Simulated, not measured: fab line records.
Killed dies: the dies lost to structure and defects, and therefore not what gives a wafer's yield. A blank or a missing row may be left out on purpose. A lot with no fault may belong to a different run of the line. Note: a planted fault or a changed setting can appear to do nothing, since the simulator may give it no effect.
fab line records ; flow n5_finfet
record lots=6; wafers=18; last_day=16
route steps=1938 shown BEOL_M4@1107 BEOL_M5@1112
lots that met no fault: from a run of the same line without faults
start_h: hours from the record's first day to the start of the lot's first wafer shown ; wait_h: how many hours have passed since the lot's step before this one ; " unchanged from the row above ; L1.1+2: several wafers, shown together as one row ; - no value, or no start was given ; * or withheld: withheld ; < > ~ a bound
route shown NAME@n: names a module that has steps shown in the file, with the first one's number in the route ; usual: mean and standard deviation over wafers with no fault ; same: alike in all rows ; chamber/n: place in a boat ; sites: readings site by site ; _std_site: the values' standard deviation ; _edge_site: the outer-site mean with the inner-site mean subtracted ; radius_mm: for every site, how far away it sits from the centre of the wafer ; mask NAME#n: copy n ; behind: the last tool/chamber to shape the wafer ; hold: reason for holding the lot/hours on hold/outcome of the hold ; device: the transistor (n, p or np) that didn't switch ; end of line: the tests these same wafers got at the end of their route ; for a step that has no rows: nothing shown but its recipe ; killed: dies that structure and defects cost at the first sort, which is not the same as the wafer's yield ; map: per-die view of a wafer (x killed, . not killed, _ where there is no die)
set.NAME: the setting as run; set.NAME@STEP: as run at that earlier step ; model.NAME: the simulator's own value behind a step, which no gauge read
lots at selected steps of the route; one table per step, one row per wafer
services: from which hour (start_h, from the record's first day; less than 0 if before it) a tool's chamber was out of use, for how many hours, and why
## steps
# step N5_BEOL_M4_PRE_CLEAN_56
# recipe gas=NH3; time_s=15; temp_c=withheld; rf_power_w=300
# step N5_BEOL_M4_DEP_57
# recipe material=SiCN; target_thk_a=80; temp_c=withheld; precursor=3MS/NH3; pressure_torr=3; rf_w=202; time_s=14
# step N5_BEOL_M4_RS_MEAS_58
# recipe thk_meas_gauge=four-point-probe; reads=Co_of_BEOL_M4_CO_CAP_55+Cu_of_BEOL_M4_ECD_50+Co_of_BEOL_M4_CVD_47+TaN_of_BEOL_M4_ALD_84
# usual M4_RS=0.68/0.034
lot.wafer;tool;chamber;start_h;wait_h;M4_RS[ohm/sq]
L475.1;film_metro-01;-;179.51;0.0;0.71
L475.3;film_metro-01;-;179.51;0.0;0.68
L475.4;film_metro-01;-;179.51;0.0;0.65
L476.3;film_metro-02;-;181.09;0.1;0.61
L476.4;film_metro-02;-;181.09;0.1;0.65
L476.6;film_metro-02;-;181.09;0.1;0.61
L477.1;film_metro-02;-;185.35;0.0;0.75
L477.3;film_metro-02;-;185.35;0.0;0.71
L477.5;film_metro-02;-;185.35;0.0;0.71
L487.1;film_metro-02;-;242.61;0.1;0.66
L487.3;film_metro-02;-;242.61;0.1;0.74
L487.5;film_metro-02;-;242.61;0.1;0.66
L489.1;film_metro-02;-;267.39;0.0;0.68
L489.3;film_metro-02;-;267.39;0.0;0.66
L489.5;film_metro-02;-;267.39;0.0;0.66
L491.3;film_metro-02;-;274.96;0.1;0.65
L491.5;film_metro-02;-;274.96;0.1;0.73
L491.6;film_metro-02;-;274.96;0.1;0.64
# step N5_BEOL_M4_INSPECT_59
# recipe inspect_instrument=darkfield; mode=post_dep
# usual raw_defect_count=75/26
lot.wafer;tool;chamber;start_h;wait_h;raw_defect_count
L475.1;defect_inspect-02;-;179.53;0.0;49
L475.3;defect_inspect-02;-;179.53;0.0;61
L475.4;defect_inspect-02;-;179.53;0.0;57
L476.3;defect_inspect-02;-;181.11;0.0;65
L476.4;defect_inspect-02;-;181.11;0.0;77
L476.6;defect_inspect-02;-;181.11;0.0;106
L477.1;defect_inspect-02;-;185.37;0.0;48
L477.3;defect_inspect-02;-;185.37;0.0;58
L477.5;defect_inspect-02;-;185.37;0.0;66
L487.1;defect_inspect-02;-;242.64;0.0;53
L487.3;defect_inspect-02;-;242.64;0.0;78
L487.5;defect_inspect-02;-;242.64;0.0;76
L489.1;defect_inspect-02;-;267.42;0.0;78
L489.3;defect_inspect-02;-;267.42;0.0;55
L489.5;defect_inspect-02;-;267.42;0.0;61
L491.3;defect_inspect-01;-;274.98;0.0;126
L491.5;defect_inspect-01;-;274.98;0.0;94
L491.6;defect_inspect-01;-;274.98;0.0;97
# step N5_BEOL_M4_RC_MEAS_101
# usual DIBL_N=36.6/2.1; DIBL_P=36.3/2.2; IOFF_N=0.16/0.036; IOFF_P=0.21/0.038; ION_N=671/12; ION_P=460/7.5; SS_N=71.8/0.72; SS_P=73.3/0.72; VT_N=250/3.2; VT_P=-250/3.5
lot.wafer;tool;chamber;start_h;wait_h;DIBL_N[mV/V];DIBL_P[mV/V];IOFF_N[nA/um];IOFF_P[nA/um];ION_N[uA/um];ION_P[uA/um];SS_N[mV/dec];SS_P[mV/dec];VT_N[mV];VT_P[mV]
L475.1;prober-02;0;179.56;0.0;36.6;37.0;0.21;0.24;671;463;72.2;73.3;247;-249
L475.3;prober-02;0;179.56;0.0;38.1;39.9;0.23;0.27;697;474;72.4;74.4;244;-246
L475.4;prober-02;0;179.56;0.0;37.8;38.3;0.22;0.25;674;459;72.4;73.5;247;-248
L476.3;prober-01;0;181.45;0.3;36.1;35.9;0.17;0.22;677;464;72.1;73.7;251;-250
L476.4;prober-01;0;181.45;0.3;37.8;38.9;0.21;0.27;677;463;71.8;74.2;245;-249
L476.6;prober-01;0;181.45;0.3;35.8;35.4;0.17;0.21;692;466;70.8;73.1;248;-253
L477.1;prober-01;0;185.40;0.0;35.3;34.1;0.12;0.16;662;451;71.5;72.3;253;-252
L477.3;prober-01;0;185.40;0.0;37.1;36.1;0.16;0.19;669;452;71.6;72.5;250;-251
L477.5;prober-01;0;185.40;0.0;40.3;41.0;0.24;0.28;686;465;72.7;74.6;244;-250
L487.1;prober-01;0;243.19;0.6;35.5;36.2;0.14;0.19;665;455;71.9;73.6;252;-251
L487.3;prober-01;0;243.19;0.6;36.6;36.7;0.16;0.20;659;453;72.2;73.6;248;-256
L487.5;prober-01;0;243.19;0.6;34.6;34.6;0.13;0.18;653;452;72.0;72.3;254;-256
L489.1;prober-01;0;267.45;0.0;37.5;37.2;0.17;0.20;681;459;71.7;73.3;250;-251
L489.3;prober-01;0;267.45;0.0;38.8;38.7;0.21;0.23;660;453;72.4;73.7;250;-251
L489.5;prober-01;0;267.45;0.0;37.2;36.5;0.15;0.19;647;445;72.3;73.5;253;-253
L491.3;prober-02;0;275.32;0.3;33.5;34.4;0.12;0.17;661;449;71.8;71.9;253;-254
L491.5;prober-02;0;275.32;0.3;36.6;37.1;0.17;0.21;667;452;71.8;74.0;251;-250
L491.6;prober-02;0;275.32;0.3;34.3;34.8;0.14;0.18;676;463;71.0;72.6;250;-251
# step N5_BEOL_M5_ILD_DEP_00
# recipe material=SiCOH_lowk; target_thk_a=1406.4; temp_c=300; precursor=DEMS/porogen; pressure_torr=5; rf_w=500; time_s=25.9
# usual heater_power_w=325/38; showerhead_plenum_p_Torr=5.734/0.016; throttle_valve_pct=13.5/0.63
lot.wafer;tool;chamber;start_h;wait_h;heater_power_w;showerhead_plenum_p_Torr;throttle_valve_pct
L475.1;pecvd-01;2;180.53;0.8;372;5.742;13.2
L475.3;pecvd-01;0;180.53;0.8;283;5.719;13.2
L475.4;pecvd-01;2;180.53;0.8;377;5.744;13.2
L476.3;pecvd-01;2;182.11;0.5;338;5.724;12.9
L476.4;pecvd-01;0;182.11;0.5;272;5.728;13.4
L476.6;pecvd-01;2;182.11;0.5;349;5.738;13.2
L477.1;pecvd-02;2;186.36;0.8;260;5.712;12.2
L477.3;pecvd-02;0;186.36;0.8;341;5.708;13.0
L477.5;pecvd-02;0;186.36;0.8;348;5.727;13.2
L487.1;pecvd-01;1;244.16;0.8;303;5.735;13.8
L487.3;pecvd-01;0;244.16;0.8;321;5.740;13.4
L487.5;pecvd-01;1;244.16;0.8;300;5.748;13.7
L489.1;pecvd-01;2;268.42;0.8;325;5.744;13.2
L489.3;pecvd-01;0;268.42;0.8;247;5.730;13.3
L489.5;pecvd-01;1;268.42;0.8;326;5.753;13.8
L491.3;pecvd-01;1;275.97;0.5;306;5.747;13.9
L491.5;pecvd-01;2;275.97;0.5;336;5.762;13.2
L491.6;pecvd-01;1;275.97;0.5;314;5.745;13.9
# step N5_BEOL_M5_CURE_79
# recipe temp_c=385; time_s=240; ambient=He/Ar; material=SiCOH_lowk
# usual lamp_power_pct=52.32/0.059; wafer_temp_C_max=387.1/0.61
lot.wafer;tool;chamber;start_h;wait_h;lamp_power_pct;wafer_temp_C_max
L475.1;uv_cure-03;0;180.59;0.0;52.30;387.9
L475.3;uv_cure-03;0;180.59;0.0;52.36;386.8
L475.4;uv_cure-03;0;180.59;0.0;52.42;387.3
L476.3;uv_cure-03;0;182.33;0.2;52.38;386.8
L476.4;uv_cure-03;0;182.33;0.2;52.38;387.1
L476.6;uv_cure-03;0;182.33;0.2;52.30;387.3
L477.1;uv_cure-03;1;187.08;0.7;52.28;386.0
L477.3;uv_cure-03;1;187.08;0.7;52.35;385.9
L477.5;uv_cure-03;1;187.08;0.7;52.36;386.3
L487.1;uv_cure-03;2;244.85;0.7;52.28;386.3
L487.3;uv_cure-03;2;244.85;0.7;52.25;386.6
L487.5;uv_cure-03;2;244.85;0.7;52.32;386.1
L489.1;uv_cure-02;0;268.68;0.2;52.38;387.2
L489.3;uv_cure-02;0;268.68;0.2;52.42;387.0
L489.5;uv_cure-02;0;268.68;0.2;52.35;386.8
L491.3;uv_cure-01;1;276.19;0.2;52.22;388.4
L491.5;uv_cure-01;1;276.19;0.2;52.46;388.6
L491.6;uv_cure-01;1;276.19;0.2;52.29;388.2
# step N5_BEOL_M5_THK_MEAS_01
# recipe reads=SiCOH_lowk_of_BEOL_M5_ILD_DEP_00
# usual M5_ILD_THK=120.9/1.6
lot.wafer;tool;chamber;start_h;wait_h;M5_ILD_THK[nm]
L475.1;film_metro-01;-;181.10;0.4;119.6
L475.3;film_metro-01;-;181.10;0.4;116.5
L475.4;film_metro-01;-;181.10;0.4;120.8
L476.3;film_metro-01;-;182.68;0.3;119.7
L476.4;film_metro-01;-;182.68;0.3;120.2
L476.6;film_metro-01;-;182.68;0.3;121.8
L477.1;film_metro-02;-;187.59;0.4;119.4
L477.3;film_metro-02;-;187.59;0.4;119.6
L477.5;film_metro-02;-;187.59;0.4;120.2
L487.1;film_metro-02;-;245.36;0.4;118.8
L487.3;film_metro-02;-;245.36;0.4;118.9
L487.5;film_metro-02;-;245.36;0.4;120.1
L489.1;film_metro-02;-;269.19;0.4;124.4
L489.3;film_metro-02;-;269.19;0.4;121.3
L489.5;film_metro-02;-;269.19;0.4;123.7
L491.3;film_metro-01;-;278.25;2.0;120.0
L491.5;film_metro-01;-;278.25;2.0;123.4
L491.6;film_metro-01;-;278.25;2.0;123.2
# step N5_BEOL_M5_PECVD_70
# recipe material=SiO2; target_thk_a=160; temp_c=400; precursor=TEOS/O2; pressure_torr=5.5; rf_w=450; teos_flow_sccm=53.8; gas=O2; flow_sccm=3000; time_s=18
# usual heater_power_w=753/70; showerhead_plenum_p_Torr=8.76/0.066; throttle_valve_pct=21.9/1
lot.wafer;tool;chamber;start_h;wait_h;heater_power_w;showerhead_plenum_p_Torr;throttle_valve_pct
L475.1;pecvd-03;0;181.14;0.0;774;8.89;22.0
L475.3;pecvd-03;1;181.14;0.0;738;8.83;23.7
L475.4;pecvd-03;1;181.14;0.0;754;8.83;23.5
L476.3;pecvd-03;0;182.72;0.0;877;8.89;22.0
L476.4;pecvd-03;1;182.72;0.0;747;8.83;23.6
L476.6;pecvd-03;2;182.72;0.0;722;8.66;22.4
L477.1;pecvd-02;2;187.63;0.0;644;8.69;20.0
L477.3;pecvd-02;1;187.63;0.0;876;8.74;23.0
L477.5;pecvd-02;2;187.63;0.0;671;8.70;20.1
L487.1;pecvd-02;2;245.40;0.0;618;8.67;20.1
L487.3;pecvd-02;0;245.40;0.0;780;8.76;21.3
L487.5;pecvd-02;0;245.40;0.0;788;8.78;21.4
L489.1;pecvd-02;2;269.23;0.0;716;8.68;20.5
L489.3;pecvd-02;0;269.23;0.0;818;8.76;21.6
L489.5;pecvd-02;1;269.23;0.0;849;8.71;23.3
L491.3;pecvd-03;1;278.29;0.0;796;8.83;23.7
L491.5;pecvd-03;2;278.29;0.0;762;8.68;22.8
L491.6;pecvd-03;1;278.29;0.0;802;8.84;23.7
# step N5_BEOL_M5_HM_DEP_02
# recipe material=TiN; target_thk_a=200; temp_c=25; chamber_pressure_pa=0.49996
# usual throttle_valve_pct=29.9/1
lot.wafer;tool;chamber;start_h;wait_h;throttle_valve_pct
L475.1;pvd_sputter-01;-;183.49;2.3;28.3
L475.3;pvd_sputter-01;-;183.49;2.3;30.9
L475.4;pvd_sputter-01;-;183.49;2.3;30.0
L476.3;pvd_sputter-01;-;183.95;1.2;27.7
L476.4;pvd_sputter-01;-;183.95;1.2;30.7
L476.6;pvd_sputter-01;-;183.95;1.2;27.9
L477.1;pvd_sputter-01;-;188.42;0.8;30.9
L477.3;pvd_sputter-01;-;188.42;0.8;29.8
L477.5;pvd_sputter-01;-;188.42;0.8;27.9
L487.1;pvd_sputter-03;-;246.87;1.5;30.7
L487.3;pvd_sputter-03;-;246.87;1.5;30.4
L487.5;pvd_sputter-03;-;246.87;1.5;30.3
L489.1;pvd_sputter-03;-;269.30;0.1;30.0
L489.3;pvd_sputter-03;-;269.30;0.1;30.5
L489.5;pvd_sputter-03;-;269.30;0.1;30.2
L491.3;pvd_sputter-03;-;280.36;2.1;29.3
L491.5;pvd_sputter-03;-;280.36;2.1;30.5
L491.6;pvd_sputter-03;-;280.36;2.1;30.2
# step N5_BEOL_M5_COAT_59
# recipe resist=SOC; temp_c=250; time_s=60; spin_rpm=1500; resist_thk_nm=60
# step N5_BEOL_M5_COAT_60
# recipe resist=SiARC; temp_c=220; time_s=60; spin_rpm=1500; resist_thk_nm=12
# step N5_BEOL_M5_COAT_71
# recipe resist=underlayer; temp_c=205; time_s=60; spin_rpm=1500; resist_thk_nm=5
# usual plate_temp_C=204.98/0.17; spin_speed_rpm=1500.0/0.98
lot.wafer;tool;chamber;start_h;wait_h;plate_temp_C;spin_speed_rpm;model.underlayer_of_BEOL_M5_COAT_71.thk_nm
L475.1;litho_track-03;0;183.62;-;204.88;1500.8;5
L475.3;litho_track-03;0;183.62;-;204.84;1499.6;5
L475.4;litho_track-03;0;183.62;-;204.94;1499.1;5
L476.3;litho_track-03;0;184.08;-;205.11;1332.3;5.4
L476.4;litho_track-03;0;184.08;-;204.82;1331.3;5.4
L476.6;litho_track-03;0;184.08;-;204.83;1331.7;5.4
L477.1;litho_track-03;0;188.55;-;205.02;1330.4;5.4
L477.3;litho_track-03;0;188.55;-;205.09;1331.2;5.4
L477.5;litho_track-03;0;188.55;-;205.03;1328.3;5.4
L487.1;litho_track-01;0;249.62;-;205.02;1500.1;5
L487.3;litho_track-01;0;249.62;-;204.97;1499.3;5
L487.5;litho_track-01;0;249.62;-;205.08;1499.9;5
L489.1;litho_track-02;0;269.44;-;205.11;1501.7;5
L489.3;litho_track-02;0;269.44;-;205.03;1500.5;5
L489.5;litho_track-02;0;269.44;-;205.01;1499.3;5
L491.3;litho_track-02;0;280.51;-;205.11;1500.0;5
L491.5;litho_track-02;0;280.51;-;205.00;1501.1;5
L491.6;litho_track-02;0;280.51;-;205.09;1500.4;5
# step N5_BEOL_M5_COAT_05
# recipe resist=CAR-EUV; spin_rpm=1500; resist_thk_nm=30
# step N5_BEOL_M5_EBR_07
# recipe solvent=PGMEA; ebr_width_mm=1.5
# step N5_BEOL_M5_SOFTBAKE_06
# recipe temp_c=110; time_s=60; resist=CAR-EUV
# step N5_BEOL_M5_EXPOSE_08
# recipe mask_id=M5; na=0.33; source_shape=annular; sigma_inner=0.4; sigma_outer=0.8; polarization=unpolarized; target_cd_nm=28; dose_mj=35.75
# step N5_BEOL_M5_PEB_09
# recipe peb_temp_c=100; peb_time_s=60; resist=CAR-EUV
# step N5_BEOL_M5_DEVELOP_10
# recipe develop_time_s=30; developer=TMAH; resist=CAR-EUV; rinse_liquid=surfactant_rinse; dry=air_spin; dev_temp_c=23
# step N5_BEOL_M5_CD_MEAS_11
# recipe target_cd_nm=27.74; landing_energy_ev=500; detector=se_inlens
# usual cd_nm=27.91/0.27
# same landing_energy_ev=500
lot.wafer;tool;chamber;start_h;wait_h;cd_nm
L475.1;cd_sem-01;0;184.01;-;28.24
L475.3;cd_sem-01;0;184.01;-;27.90
L475.4;cd_sem-01;0;184.01;-;28.01
L476.3;cd_sem-02;0;184.35;-;28.03
L476.4;cd_sem-02;0;184.35;-;27.54
L476.6;cd_sem-02;0;184.35;-;28.23
L477.1;cd_sem-02;0;188.81;-;28.12
L477.3;cd_sem-02;0;188.81;-;28.56
L477.5;cd_sem-02;0;188.81;-;28.32
L487.1;cd_sem-01;0;250.59;-;28.07
L487.3;cd_sem-01;0;250.59;-;28.17
L487.5;cd_sem-01;0;250.59;-;28.17
L489.1;cd_sem-02;0;269.70;-;27.61
L489.3;cd_sem-02;0;269.70;-;27.77
L489.5;cd_sem-02;0;269.70;-;28.13
L491.3;cd_sem-02;0;280.77;-;27.84
L491.5;cd_sem-02;0;280.77;-;27.85
L491.6;cd_sem-02;0;280.77;-;28.11
# step N5_BEOL_M5_OVL_MEAS_12
# recipe points_per_wafer=522
# usual M5_OVL=0.5/0.61
lot.wafer;tool;chamber;start_h;wait_h;M5_OVL[nm]
L475.1;overlay-01;0;184.04;0.0;0.3
L475.3;overlay-01;0;184.04;0.0;0.5
L475.4;overlay-01;0;184.04;0.0;0.4
L476.3;overlay-01;0;184.39;0.0;1.5
L476.4;overlay-01;0;184.39;0.0;1.7
L476.6;overlay-01;0;184.39;0.0;1.4
L477.1;overlay-02;0;188.84;0.0;0.6
L477.3;overlay-02;0;188.84;0.0;-0.1
L477.5;overlay-02;0;188.84;0.0;0.3
L487.1;overlay-02;0;250.62;0.0;0.5
L487.3;overlay-02;0;250.62;0.0;1.0
L487.5;overlay-02;0;250.62;0.0;0.9
L489.1;overlay-01;0;269.73;0.0;1.1
L489.3;overlay-01;0;269.73;0.0;0.5
L489.5;overlay-01;0;269.73;0.0;1.1
L491.3;overlay-02;0;280.81;0.0;0.2
L491.5;overlay-02;0;280.81;0.0;-0.6
L491.6;overlay-02;0;280.81;0.0;-1.1
# step N5_BEOL_M5_INSPECT_13
# recipe mode=adi; inspect_instrument=brightfield
# usual raw_defect_count=439/97
lot.wafer;tool;chamber;start_h;wait_h;raw_defect_count
L475.1;defect_inspect-02;-;184.10;0.1;398
L475.3;defect_inspect-02;-;184.10;0.1;314
L475.4;defect_inspect-02;-;184.10;0.1;317
L476.3;defect_inspect-02;-;184.43;0.0;556
L476.4;defect_inspect-02;-;184.43;0.0;455
L476.6;defect_inspect-02;-;184.43;0.0;666
L477.1;defect_inspect-01;-;188.90;0.1;318
L477.3;defect_inspect-01;-;188.90;0.1;437
L477.5;defect_inspect-01;-;188.90;0.1;358
L487.1;defect_inspect-01;-;250.68;0.1;417
L487.3;defect_inspect-01;-;250.68;0.1;431
L487.5;defect_inspect-01;-;250.68;0.1;453
L489.1;defect_inspect-02;-;269.78;0.1;379
L489.3;defect_inspect-02;-;269.78;0.1;444
L489.5;defect_inspect-02;-;269.78;0.1;496
L491.3;defect_inspect-02;-;280.86;0.0;491
L491.5;defect_inspect-02;-;280.86;0.0;416
L491.6;defect_inspect-02;-;280.86;0.0;447
# step N5_BEOL_M5_DESCUM_16
# recipe chemistry=O2; time_s=7; source_power_w=50; bias_power_w=20; pressure_mtorr=20; rf_frequency_hz=2.712e+07; temp_c=40; resist=CAR-EUV; o2_flow_sccm=225
# usual drypump_motor_current_A=5.75/0.27; oes_product_au=0.76/0.076; rf_vpp_V=243.3/1.3; showerhead_plenum_p_Torr=2.10/0.073; throttle_valve_pct=20.50/0.22
lot.wafer;tool;chamber;start_h;wait_h;drypump_motor_current_A;oes_product_au;rf_hours_counter_h;rf_vpp_V;showerhead_plenum_p_Torr;throttle_valve_pct
L475.1;rie_diel-06;3;184.22;0.1;5.78;0.90;39;243.4;2.14;20.67
L475.3;rie_diel-06;1;184.22;0.1;5.91;0.73;173;244.3;2.19;20.60
L475.4;rie_diel-06;0;184.22;0.1;5.83;0.73;153;242.5;2.09;20.69
L476.3;rie_diel-06;3;184.47;0.0;5.79;0.90;39;242.8;2.14;20.68
L476.4;rie_diel-06;1;184.47;0.0;5.90;0.72;173;243.9;2.19;20.62
L476.6;rie_diel-06;2;184.47;0.0;5.52;0.70;-;243.0;2.08;20.48
L477.1;rie_diel-03;2;189.04;0.1;5.53;0.90;9;244.9;2.25;20.35
L477.3;rie_diel-03;1;189.04;0.1;6.24;0.71;194;241.8;2.00;20.65
L477.5;rie_diel-03;3;189.04;0.1;5.23;0.73;-;242.5;2.07;20.44
L487.1;rie_diel-06;3;251.63;0.9;5.80;0.86;59;242.5;2.13;20.71
L487.3;rie_diel-06;2;251.63;0.9;5.50;0.69;230;243.5;2.07;20.49
L487.5;rie_diel-06;3;251.63;0.9;5.78;0.87;-;242.9;2.13;20.71
L489.1;rie_diel-03;2;269.83;0.0;5.52;0.86;23;243.3;2.24;20.40
L489.3;rie_diel-03;1;269.83;0.0;6.26;0.68;222;240.8;1.99;20.68
L489.5;rie_diel-03;2;269.83;0.0;5.55;0.86;-;244.5;2.24;20.37
L491.3;rie_diel-05;3;280.89;0.0;6.09;0.86;46;245.5;2.21;20.54
L491.5;rie_diel-05;0;280.89;0.0;5.82;0.73;-;242.6;2.00;20.74
L491.6;rie_diel-05;1;280.89;0.0;5.71;0.70;-;242.8;2.06;20.02
# step N5_BEOL_M5_ETCH_72
# recipe chemistry=N2/H2; target=underlayer; target_depth_a=65; mask_material=CAR-EUV; time_s=5.2; ion_energy_ev=200; pressure_mtorr=30; source_w=840; bias_w=150; n2_flow_sccm=200; h2_flow_sccm=200; ends=cleared
# usual drypump_motor_current_A=5.76/0.27; etch_rf_on_time_s=5.16/0.16; oes_product_au=0.66/0.062; rf_vpp_V=524.3/2.6; showerhead_plenum_p_Torr=2.55/0.089; throttle_valve_pct=17.95/0.18
lot.wafer;tool;chamber;start_h;wait_h;drypump_motor_current_A;etch_rf_on_time_s;oes_product_au;rf_hours_counter_h;rf_vpp_V;showerhead_plenum_p_Torr;throttle_valve_pct;model.etch.depth_nm
L475.1;rie_diel-06;3;184.25;0.0;5.81;5.15;0.76;39;525.8;2.59;18.01;5.005
L475.3;rie_diel-06;1;184.25;0.0;5.88;5.36;0.63;173;528.2;2.65;17.98;5.011
L475.4;rie_diel-06;0;184.25;0.0;5.84;5.24;0.63;153;525.4;2.52;18.05;4.998
L476.3;rie_diel-06;3;184.50;0.0;5.79;5.40;0.78;39;522.9;2.59;18.04;5.309
L476.4;rie_diel-06;1;184.50;0.0;5.93;5.62;0.63;173;527.2;2.65;18.00;5.33
L476.6;rie_diel-06;2;184.50;0.0;5.53;5.67;0.59;-;523.9;2.53;17.87;5.313
L477.1;rie_diel-03;2;189.07;0.0;5.55;5.44;0.79;9;528.3;2.72;17.66;5.316
L477.3;rie_diel-03;1;189.07;0.0;6.24;5.40;0.62;194;520.8;2.42;18.08;5.324
L477.5;rie_diel-03;3;189.07;0.0;5.22;5.47;0.63;-;524.8;2.53;18.03;5.306
L487.1;rie_diel-06;3;251.66;0.0;5.82;5.18;0.75;59;526.9;2.58;18.04;5.037
L487.3;rie_diel-06;2;251.66;0.0;5.52;5.32;0.58;230;524.9;2.52;17.94;5.025
L487.5;rie_diel-06;3;251.66;0.0;5.80;5.16;0.74;-;527.7;2.59;18.05;5.033
L489.1;rie_diel-03;2;269.86;0.0;5.54;5.18;0.76;23;527.5;2.71;17.67;5.005
L489.3;rie_diel-03;1;269.86;0.0;6.22;5.03;0.60;222;519.8;2.41;18.11;5.013
L489.5;rie_diel-03;2;269.86;0.0;5.50;5.17;0.74;-;526.9;2.71;17.71;5.014
L491.3;rie_diel-05;3;280.92;0.0;6.12;5.36;0.71;46;526.3;2.69;18.03;4.99
L491.5;rie_diel-05;0;280.92;0.0;5.84;4.98;0.64;-;522.3;2.42;18.01;4.995
L491.6;rie_diel-05;1;280.92;0.0;5.74;5.13;0.61;-;523.2;2.51;17.62;4.999
# step N5_BEOL_M5_ETCH_61
# recipe chemistry=CF4; target=SiARC; target_depth_a=156; mask_material=CAR-EUV; time_s=26; ion_energy_ev=80; pressure_mtorr=40; source_w=545; bias_w=36; Ar_flow_sccm=100; cf4_flow_sccm=100; ends=cleared
## services
tool;chamber;start_h;hours;kind
pvd_sputter-01;-;161.78;0.8;repair
litho_track-01;-;177.34;-;consumable_replace:filter
pecvd-02;2;180.04;2.1;scheduled_down
pecvd-02;1;195.84;18.6;repair
pecvd-03;1;204.64;2.1;scheduled_down
rie_diel-03;2;214.25;38.8;repair
pecvd-01;1;216.41;5.0;repair
uv_cure-01;-;226.58;28.1;pm
litho_track-01;-;252.96;-;consumable_replace:filter
pecvd-03;-;254.60;0.9;repair
uv_cure-01;-;254.68;1.0;pm
uv_cure-03;-;269.52;7.5;pm
rie_diel-06;0;270.40;9.1;repair
rie_diel-05;2;270.47;12.0;repair
## key
first_sign step=N5_BEOL_M5_COAT_71; reading=spin_speed_rpm; direction=down; sigmas=99+; usual=*; struck=*
effect none on later readings
model_effect step=N5_BEOL_M5_COAT_71; value=underlayer_of_BEOL_M5_COAT_71.thk_nm; without=5; struck=5.4
model_effect step=N5_BEOL_M5_ETCH_72; value=etch.depth_nm; without=5.006; struck=5.316
met_at N5_BEOL_M5_COAT_71
struck_wafers L476.3,L476.4,L476.6,L477.1,L477.3,L477.5
onset_between 183.62 184.08
fault kind=process_parameter_drift; tool=litho_track-03; chamber=-; onset_h=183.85; steps=N5_BEOL_M5_COAT_71; channel=spin_rpm; offset=*; shape=step; end_h=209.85; acts_in=*; stated=*
